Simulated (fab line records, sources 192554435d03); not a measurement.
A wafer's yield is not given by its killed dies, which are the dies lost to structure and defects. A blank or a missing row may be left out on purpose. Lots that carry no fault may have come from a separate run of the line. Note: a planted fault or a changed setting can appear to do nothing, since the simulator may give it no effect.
fab line records | flow n5-finfet
[record] lots = 7 wafers = 18 last-day = 19
route steps=1938 shown BEOL_M8@1377 PASSIVATION@1936
lots untouched by any fault: they come from a run of this same line in which no faults occurred
start-h: the number of hours between the record's first day and the start of the first shown wafer of the lot | wait-h: hours since the lot's step before | " repeats the value in the row above | L1.1+2: a row that stands for several wafers | - no value present, or no start provided | * or withheld: withheld | < > ~ a bound
route shown NAME@n: a module of which the file shows steps, and the number in the route of the first | usual: mean/standard deviation of fault-free wafers | same: alike in all rows | chamber/n: place in a boat | sites: the reading at each site | _std_site: the standard deviation of these | _edge_site: mean of outer sites minus mean of inner sites | radius-mm: how far each site lies from the wafer's centre | mask NAME#n: copy n | behind: tool/chamber where the wafer was last shaped | hold: why the lot was held/for how many hours/how that ended | device: which transistor (n, p or np) failed to switch | end of line: the same wafers' tests at the end of the route | step lacking rows: just its recipe | killed: the dies lost at the first sort to structure and to defects; this is not the yield of the wafer | map: a wafer's dies, marking killed ones x, the rest . and places with no die _
set.NAME: the setting that was run; set.NAME@STEP: the one run at that earlier step | model.NAME: the simulator's own value behind a step, which no gauge read
certain route steps with their lots: each step a table, each wafer a row
services: the hour from which a tool's chamber was out of use, counted from the record's first day as start-h (under 0 if before that day), plus the number of hours and why
[[steps]]
[step N5_BEOL_M8_TRENCH_ETCH_37]
[recipe] chemistry = C4F6/O2 target-depth-a = 934.78 target = SiCOH_lowk time-s = 31.2 ion-energy-ev = 250 pressure-mtorr = 30 source-w = 345 bias-w = 185 Ar_flow_sccm = 300 C4F6_flow_sccm = 10 O2_flow_sccm = 10
[usual] drypump-motor-current-A = 5.8/0.54 oes_f_703_au = 0.82/0.098 oes-product-au = 0.81/0.11 rf-vpp-V = 665/13 showerhead-plenum-p-Torr = 2.87/0.11 throttle-valve-pct = 20.8/0.32
// columns lot.wafer tool chamber start-h wait-h drypump-motor-current-A oes_f_703_au oes-product-au rf-hours-counter-h rf-vpp-V showerhead-plenum-p-Torr throttle-valve-pct
L515.3 rie-diel-03 1 - - 6.0 0.78 0.75 197 664 2.95 21.5
L515.6 " 3 " " 6.1 1.00 1.02 - 679 3.02 20.5
L522.3 rie-diel-03 3 - - 6.1 0.96 0.97 6 678 3.02 20.5
L522.5 " 3 " " 6.1 0.96 0.99 - 677 3.02 20.5
L523.3 rie-diel-03 1 - - 5.9 0.78 0.74 204 663 2.95 21.5
L523.5 " 1 " " 5.9 0.78 0.74 - 665 2.95 21.5
L531.1 rie-diel-03 1 - - 5.9 0.77 0.74 220 662 2.94 21.5
L531.2 " 0 " " 4.9 0.86 0.85 58 661 2.78 20.7
L531.6 " 1 " " 5.9 0.77 0.73 - 664 2.94 21.5
L534.1 rie-diel-02 2 - - 5.2 0.89 0.88 40 662 2.80 20.8
L534.4 " 0 " " 6.1 0.85 0.84 80 673 3.01 20.5
L534.5 " 2 " " 5.2 0.89 0.88 - 661 2.80 20.8
L530.3 rie-diel-06 0 - - 5.9 0.69 0.70 250 689 2.89 21.0
L530.4 " 3 " " 6.8 0.86 0.89 - 670 2.92 20.7
L530.5 " 0 " " 5.9 0.68 0.69 - 689 2.89 21.0
L535.4 rie-diel-03 2 - - 5.6 0.68 0.67 249 643 2.67 20.8
L535.5 " 3 " " 6.1 0.88 0.89 - 679 3.00 20.5
L535.6 " 2 " " 5.6 0.68 0.66 - 642 2.67 20.8
[step N5_BEOL_M8_ETCH_41]
[recipe] chemistry = CH3F/O2 target = SiCN target-depth-a = 319 taper-deg = 2 time-s = 57.8 ion-energy-ev = 120 mask-material = TiN pressure-mtorr = 30 source-w = 395 bias-w = 75 Ar_flow_sccm = 150 CH3F_flow_sccm = 30 O2_flow_sccm = 20
[step N5_BEOL_M8_STRIP_80]
[recipe] chemistry = N2/H2 time-s = 10 power-w = 450 temp-c = 40 pressure-mtorr = 20 rf-frequency-hz = 6e+07 bias-power-w = 7 n2-flow-sccm = 200 h2-flow-sccm = 200
[usual] drypump-motor-current-A = 5.8/0.54 oes-product-au = 0.81/0.11 rf-vpp-V = 59.2/0.93 showerhead-plenum-p-Torr = 2.56/0.096 throttle-valve-pct = 23.6/0.43
// columns lot.wafer tool chamber start-h wait-h drypump-motor-current-A oes-product-au rf-hours-counter-h rf-vpp-V showerhead-plenum-p-Torr throttle-valve-pct
L515.3 rie-diel-03 1 - - 6.0 0.73 197 59.4 2.63 24.4
L515.6 " 3 " " 6.1 1.01 - 60.8 2.71 23.1
L522.3 rie-diel-03 3 - - 6.1 0.98 6 59.9 2.71 23.1
L522.5 " 3 " " 6.1 0.97 - 60.6 2.71 23.1
L523.3 rie-diel-03 1 - - 5.9 0.73 204 61.1 2.63 24.5
L523.5 " 1 " " 5.9 0.73 - 59.2 2.63 24.4
L531.1 rie-diel-03 1 - - 5.9 0.73 220 59.9 2.62 24.5
L531.2 " 0 " " 4.9 0.85 58 59.5 2.48 23.2
L531.6 " 1 " " 5.9 0.72 - 57.9 2.62 24.5
L534.1 rie-diel-02 2 - - 5.3 0.88 40 58.3 2.46 23.4
L534.4 " 0 " " 6.1 0.84 80 59.9 2.68 23.0
L534.5 " 2 " " 5.2 0.89 - 57.3 2.46 23.4
L530.3 rie-diel-06 0 - - 5.9 0.69 250 59.0 2.60 24.0
L530.4 " 3 " " 6.8 0.92 - 58.3 2.59 23.5
L530.5 " 0 " " 5.9 0.69 - 59.8 2.60 23.9
L535.4 rie-diel-03 2 - - 5.6 0.68 249 60.5 2.39 23.7
L535.5 " 3 " " 6.1 0.90 - 58.4 2.69 23.1
L535.6 " 2 " " 5.6 0.67 - 59.5 2.39 23.7
[step N5_BEOL_M8_OCD_MEAS_38]
[usual] trench-depth-nm = 94.0/1.9
// columns lot.wafer tool chamber start-h wait-h trench-depth-nm
L515.3 ocd-02 - 273.94 - 95.1
L515.6 " - " " 95.1
L522.3 ocd-01 - 290.64 - 94.1
L522.5 " - " " 94.5
L523.3 ocd-01 - 292.42 - 94.6
L523.5 " - " " 93.8
L531.1 ocd-01 - 343.44 - 94.6
L531.2 " - " " 96.3
L531.6 " - " " 94.9
L534.1 ocd-01 - 353.45 - 94.9
L534.4 " - " " 94.6
L534.5 " - " " 95.0
L530.3 ocd-02 - 353.56 - 93.1
L530.4 " - " " 93.7
L530.5 " - " " 92.3
L535.4 ocd-01 - 388.52 - 91.0
L535.5 " - " " 93.2
L535.6 " - " " 89.5
[step N5_BEOL_M8_HM_STRIP_39]
[recipe] chemistry = peroxide-tin-strip material = TiN target-depth-a = 250 temp-c = 50 time-s = 158
[step N5_BEOL_M8_SRD_40]
[recipe] time-s = 30 temp-c = 23 rinse-liquid = diw dry = ipa-marangoni
[step N5_BEOL_M8_PRECLEAN_42]
[recipe] chemistry = residue-remover time-s = 60 temp-c = 40
[step N5_BEOL_M8_SRD_43]
[recipe] time-s = 30 temp-c = 23 rinse-liquid = diw dry = ipa-marangoni
[step N5_BEOL_M8_CD_MEAS_35]
[recipe] target-cd-nm = 40 polarity = opening
[usual] cd-nm = 40.2/0.58
// columns lot.wafer tool chamber start-h wait-h cd-nm
L515.3 cd-sem-03 - 274.09 0.0 41.4
L515.6 " - " " 39.7
L522.3 cd-sem-01 - 290.79 0.0 39.8
L522.5 " - " " 40.2
L523.3 cd-sem-02 - 292.57 0.0 39.8
L523.5 " - " " 40.4
L531.1 cd-sem-02 - 343.59 0.0 41.2
L531.2 " - " " 40.9
L531.6 " - " " 40.5
L534.1 cd-sem-03 - 353.70 0.0 40.2
L534.4 " - " " 40.9
L534.5 " - " " 39.3
L530.3 cd-sem-02 - 353.71 0.0 40.1
L530.4 " - " " 39.5
L530.5 " - " " 40.3
L535.4 cd-sem-01 - 388.67 0.0 40.3
L535.5 " - " " 41.2
L535.6 " - " " 40.2
[step N5_BEOL_M8_CURE_75]
[recipe] temp-c = 370 time-s = 120 ambient = DMADMS/He material = SiCOH_lowk
[usual] lamp-power-pct = 52.31/0.048 wafer_temp_C_max = 371.7/0.57
// columns lot.wafer tool chamber start-h wait-h lamp-power-pct wafer_temp_C_max
L515.3 uv-cure-02 1 274.29 0.2 52.34 372.0
L515.6 " 1 " " 52.21 371.4
L522.3 uv-cure-03 1 290.93 0.1 52.25 371.8
L522.5 " 1 " " 52.36 372.5
L523.3 uv-cure-03 0 292.71 0.1 52.25 371.7
L523.5 " 0 " " 52.32 371.9
L531.1 uv-cure-03 2 343.63 0.0 52.26 371.7
L531.2 " 2 " " 52.29 371.6
L531.6 " 2 " " 52.33 371.1
L534.1 uv-cure-02 0 354.22 0.5 52.25 371.0
L534.4 " 0 " " 52.33 371.5
L534.5 " 0 " " 52.31 371.6
L530.3 uv-cure-02 1 354.62 0.9 52.34 371.8
L530.4 " 1 " " 52.30 372.4
L530.5 " 1 " " 52.31 372.5
L535.4 uv-cure-01 0 388.86 0.2 52.29 371.4
L535.5 " 0 " " 52.35 371.8
L535.6 " 0 " " 52.32 371.5
[step N5_BEOL_M8_DEGAS_44]
[recipe] ambient = vacuum temp-c = 250 time-s = 60
[usual] heater-power-w = 335/46
// columns lot.wafer tool chamber start-h wait-h heater-power-w
L515.3 pvd-sputter-03 - 274.86 0.5 440
L515.6 " - " " 315
L522.3 pvd-sputter-01 - 291.30 0.3 323
L522.5 " - " " 319
L523.3 pvd-sputter-03 - 293.38 0.6 431
L523.5 " - " " 283
L531.1 pvd-sputter-01 - 344.07 0.4 320
L531.2 " - " " 322
L531.6 " - " " 285
L534.1 pvd-sputter-03 - 354.54 0.3 280
L534.4 " - " " 436
L534.5 " - " " 342
L530.3 pvd-sputter-03 - 354.84 0.2 322
L530.4 " - " " 433
L530.5 " - " " 281
L535.4 pvd-sputter-03 - 389.47 0.6 280
L535.5 " - " " 286
L535.6 " - " " 433
[step N5_BEOL_M8_PRE_CLEAN_45]
[recipe] gas = H2/He time-s = 30 temp-c = 250
[step N5_BEOL_M8_ALD_77]
[recipe] material = TaN target-thk-a = 20 temp-c = 275 ald-precursor-family = PDMAT ald-co-reactant = NH3 pressure-torr = 3 carrier-flow-sccm = 1500 pulse-time-s = 2 purge-time-s = 3 co-reactant-purge-time-s = 2 co-reactant-pulse-time-s = 3 ald-cycles = 40 precursor-vessel-temp-c = 75 precursor-vessel-pressure-torr = 26.25 precursor-vessel-carrier-sccm = 1000
[usual] heater-power-w = 409/47 purge-time-s = 3/0
// columns lot.wafer tool chamber start-h wait-h heater-power-w purge-time-s
L515.3 ald-metal-03 1 274.96 0.0 471 2.3208
L515.6 " 1 " " 460 3
L522.3 ald-metal-03 2 291.64 0.3 327 2.3208
L522.5 " 0 " " 402 2.3208
L523.3 ald-metal-03 1 293.50 0.1 463 2.3208
L523.5 " 1 " " 462 2.3208
L531.1 ald-metal-04 0 344.17 0.0 478 3
L531.2 " 3 " " 435 3
L531.6 " 2 " " 381 3
L534.1 ald-metal-03 3 354.64 0.0 469 3
L534.4 " 0 " " 404 3
L534.5 " 1 " " 467 3
L530.3 ald-metal-04 0 355.01 0.1 487 3
L530.4 " 3 " " 436 3
L530.5 " 2 " " 382 3
L535.4 ald-metal-01 3 389.68 0.1 442 3
L535.5 " 2 " " 342 3
L535.6 " 3 " " 442 3
[step N5_BEOL_M8_SURFACE_TREAT_79]
[recipe] gas = Ar time-s = * ion-energy-ev = * ion-current-ma-cm2 = 0.5 pressure-mtorr = * ar-flow-sccm = 30
[usual] throttle-valve-pct = *
// columns lot.wafer tool chamber start-h wait-h throttle-valve-pct
L515.3 pvd-sputter-01 - 275.25 0.2 *
L515.6 " - " " *
L522.3 pvd-sputter-01 - 292.15 0.4 *
L522.5 " - " " *
L523.3 pvd-sputter-03 - 293.82 0.2 *
L523.5 " - " " *
L531.1 pvd-sputter-02 - 344.46 0.2 *
L531.2 " - " " *
L531.6 " - " " *
L534.1 pvd-sputter-01 - 354.97 0.2 *
L534.4 " - " " *
L534.5 " - " " *
L530.3 pvd-sputter-02 - 355.59 0.4 *
L530.4 " - " " *
L530.5 " - " " *
L535.4 pvd-sputter-03 - 390.03 0.2 *
L535.5 " - " " *
L535.6 " - " " *
[step N5_PASSIVATION_PROBE_49]
[usual] defect-limited-yield = 91.4/1.2 killed_at_M0_to_M3 = 35/11 killed_at_M4_up = 14/6 killed-at-contacts = 12/6.7 killed-at-front-end = 37/9.7 killed-at-other = 3.5/2.5 killed-dies = 102/15 killed-open = 67/12 killed-short = 33/7.3 sort_bin_5_function = 5.1/0.81 sort_bin_6_memory = 3.2/0.65 sort-n-pass = 1078/15 sort-yield-pct = 91.4/1.2
[same] gross-dies = 1180 killed-at-back-side = 0 sort_bin_4_leakage[%] = 0 sort_bin_8_speed[%] = 0
// columns lot.wafer tool chamber start-h wait-h defect-limited-yield[%] killed_at_M0_to_M3 killed_at_M4_up killed-at-contacts killed-at-front-end killed-at-other killed-dies killed-open killed-short sort_bin_5_function[%] sort_bin_6_memory[%] sort-n-pass sort-yield-pct[%]
L530.4 prober-01 - 422.16 0.2 90.6 33 24 15 38 1 111 79 29 5.8 3.3 1069 90.6
// killed by level:class
L530.4 STI_FIN_REVEAL:geometric-particle:open=15 MOL_CONTACT_COAG:geometric-particle:open=12 BEOL_M5:geometric-particle:open=8 BEOL_M0_SAQP:geometric-particle:short=7 BEOL_M2:geometric-particle:open=7 FIN_SAQP:geometric-particle:open=6 BEOL_M1:geometric-particle:open=6 BEOL_M4:geometric-particle:open=6
[[services]]
// columns tool chamber start-h hours kind
rie-diel-03 3 251.28 - clean
rie-diel-03 3 251.28 - consumable-replace:focus-ring
rie-diel-03 3 251.28 - consumable-replace:showerhead
rie-diel-03 3 251.28 21.2 scheduled-down
rie-diel-03 3 251.28 21.2 vent-cycle
rie-diel-06 3 268.66 - clean
rie-diel-06 3 268.66 - consumable-replace:focus-ring
rie-diel-06 3 268.66 20.6 scheduled-down
rie-diel-06 3 268.66 20.6 vent-cycle
uv-cure-01 - 269.51 7.6 repair
uv-cure-03 - 271.16 7.7 repair
rie-diel-02 1 279.22 - clean
rie-diel-02 1 279.22 - consumable-replace:focus-ring
rie-diel-02 1 279.22 16.4 scheduled-down
ald-metal-03 - 280.48 0.8 repair
uv-cure-01 - 284.05 2.1 pm
uv-cure-02 - 290.74 1.0 pm
uv-cure-02 - 298.68 10.4 repair
rie-diel-02 - 336.28 0.6 repair
ald-metal-01 - 337.25 14.0 pm
uv-cure-01 - 346.03 14.6 pm
ald-metal-03 1 356.26 53.9 repair
uv-cure-01 - 370.22 2.8 pm
pvd-sputter-01 - 376.86 2.8 repair
[[key]]
[first-sign] step = N5_BEOL_M8_ALD_77 reading = purge-time-s direction = down sigmas = 99+ usual = * struck = *
effect none on later readings
met-at N5_BEOL_M8_ALD_77
struck-wafers L515.3,L522.3,L522.5,L523.3,L523.5
[fault] kind = process-parameter-drift tool = ald-metal-03 chamber = - onset-h = 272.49 steps = N5_BEOL_M8_ALD_77 channel = purge-time-s offset = * shape = step end-h = 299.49 scope = struck-wafers-only acts-in = * stated = *
